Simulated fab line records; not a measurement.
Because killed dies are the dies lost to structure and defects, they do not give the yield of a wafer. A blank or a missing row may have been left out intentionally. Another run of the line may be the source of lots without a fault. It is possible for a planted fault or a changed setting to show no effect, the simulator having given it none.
Struck lot and sound lot, side by side || flow n5_finfet || 27 out of 1938 route steps
Sound: wafers L151.1, L151.3, L151.4. The struck wafers were L164.1, L164.3, L164.6. At the end, the cause is stated.
For every step that has rows: the tool of each side, followed by ch and its chambers, followed by its first start. Under that, the readings that differ: sound wafers || struck wafers || difference of the means || sigmas: that difference in standard deviations of wafers without a fault.
alike: readings whose means differ by less than 2 such deviations, and words and numbers that are the same on both sides. not compared: withheld readings, readings that some wafer has no value for, bounds like >300 that may hide the same value, and numbers for which the record gives no deviation and whose values overlap.
Wherever a step has rows on one side only, a row that says differs or no value, or a row with sigmas, the two part there. When numbers do not overlap yet have no deviation, they are printed without sigmas and do not part them. A reading missing from all wafers of one side parts the sides only when that side holds two or more wafers.

first, 10 steps without rows for these wafers: N5_DUMMY_GATE_STRIP_48 (strips in N2/H2, time 20 s); N5_DUMMY_GATE_PRECLEAN_33 (cleans in dHF, time 10 s); N5_DUMMY_GATE_PRECLEAN_25 (cleans in O3/DIW, time 45 s); N5_DUMMY_GATE_PRECLEAN_51 (cleans in SC2, time 45 s); N5_DUMMY_GATE_SRD_26 (time 30 s); N5_DUMMY_GATE_UV_OZONE_45 (time 120 s); N5_SPACER0_ALD_07 (deposits SiNx, target thk 2 nm); N5_SPACER0_ALD_00 (deposits SiOCN, target thk 3.5 nm, pulse time 3 s, purge time 2 s); N5_SPACER0_ALD_08 (deposits SiNx, target thk 2 nm); N5_SD_EPI_N_COAT_32 (time 60 s, resist thk 350 nm).
N5_SD_EPI_N_COAT_33: time 60 s, resist thk 35 nm.
  sound on litho_track-04 ch 0, day 3 13:48; struck on litho_track-01 ch 0, day 6 20:05
{"reading": "spin_speed_rpm (rpm)", "sound": "1499.1 1500.3 1500.2", "struck": "1308.1 1306.8 1306.6", "difference": -192.7, "sigmas": "-99 or more"}
{"reading": "model.SiARC_of_SD_EPI_N_COAT_33.thk_nm (nm)", "sound": "34.8 34.8 34.8", "struck": "37.6 37.6 37.6", "difference": "+2.8", "sigmas": ""}
then, 7 steps without rows for these wafers: N5_SD_EPI_N_COAT_03 (resist thk 150 nm); N5_SD_EPI_N_EBR_05; N5_SD_EPI_N_SOFTBAKE_04 (time 60 s); N5_SD_EPI_N_EXPOSE_06 (exposes mask SD N BLK, target cd 120 nm); N5_SD_EPI_N_PEB_07 (peb time 60 s); N5_SD_EPI_N_DEVELOP_08 (develop time 30 s); N5_SD_EPI_N_DESCUM_14 (chemistry O2, time 7.9 s).
N5_SD_EPI_N_ETCH_34: etches SiARC in CF4, target depth 45.5 nm, time 75.8 s.
  sound on rie_diel-02 ch 0,2,3, day 3 14:22; struck on rie_diel-04 ch 0,2,3, day 6 20:26
{"reading": "etch_rf_on_time_s (s)", "sound": "76.0 76.5 74.8", "struck": "81.1 81.8 79.8", "difference": "+5.1", "sigmas": "+4"}
{"reading": "model.etch.depth_nm (nm)", "sound": "34.8 34.87 34.82", "struck": "37.67 37.65 37.54", "difference": "+2.79", "sigmas": ""}
{"reading": "model.CAR-ArF-block_of_SD_EPI_N_COAT_03.thk_nm (nm)", "sound": "111.2 111.4 111.4", "struck": "109.4 109.2 109.8", "difference": -1.9, "sigmas": ""}
  alike: drypump_motor_current_A, oes_product_au, rf_vpp_V, showerhead_plenum_p_Torr, throttle_valve_pct
  not compared: rf_hours_counter_h
then, 4 steps without rows for these wafers: N5_SD_EPI_N_ETCH_35 (etches SOC in N2/H2, overetch 108 nm, time 486 s); N5_SD_EPI_N_STRIP_36 (strips in N2/H2); N5_SD_EPI_N_ETCHBACK_44 (etches SiNx in CH3F/O2, stops on SiO2, target depth 14.5 nm); N5_SD_EPI_N_ETCH_45 (etches SiOCN in CH3F/O2, target depth 6 nm).
N5_SD_EPI_N_ETCH_16: etches SiO2 in CHF3/O2, target depth 5 nm.
  sound on rie_diel-02 ch 0,2,3, day 3 14:57; struck on rie_diel-04 ch 0,2,3, day 6 21:01
{"reading": "model.SiARC_of_SD_EPI_N_COAT_33.thk_nm (nm)", "sound": "12.2 12.4 12.6", "struck": "15 15 14.4", "difference": "+2", "sigmas": ""}
  alike: drypump_motor_current_A, oes_product_au, rf_vpp_V, showerhead_plenum_p_Torr, throttle_valve_pct
  not compared: rf_hours_counter_h
then, 1 step without rows for these wafers: N5_SD_EPI_N_STRIP_47 (strips in CHF3/O2).
-- a jump in the record: the struck wafers' starts before and after are 6 days apart (it breaks off in module SD_EPI_N and resumes in module BEOL_M4, where the first step shown is number 1111 of the route) --
N5_BEOL_M4_RC_MEAS_101:
  sound on prober-01 ch 0, day 8 02:11; struck on prober-02 ch 0, day 12 11:05
  alike: DIBL_N, DIBL_P, IOFF_N, IOFF_P, ION_N, ION_P, SS_N, SS_P, VT_N, VT_P
N5_PASSIVATION_PROBE_49:
  the record holds rows for the sound wafers here (prober-02, day 12 18:04) but none for the struck ones

## WHERE THEY PART
At N5_SD_EPI_N_COAT_33 first; at N5_PASSIVATION_PROBE_49 last (within this record only).

WHY: the cause the simulator had injected
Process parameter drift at N5_SD_EPI_N_COAT_33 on litho_track-01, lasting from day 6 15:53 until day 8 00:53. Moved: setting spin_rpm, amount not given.
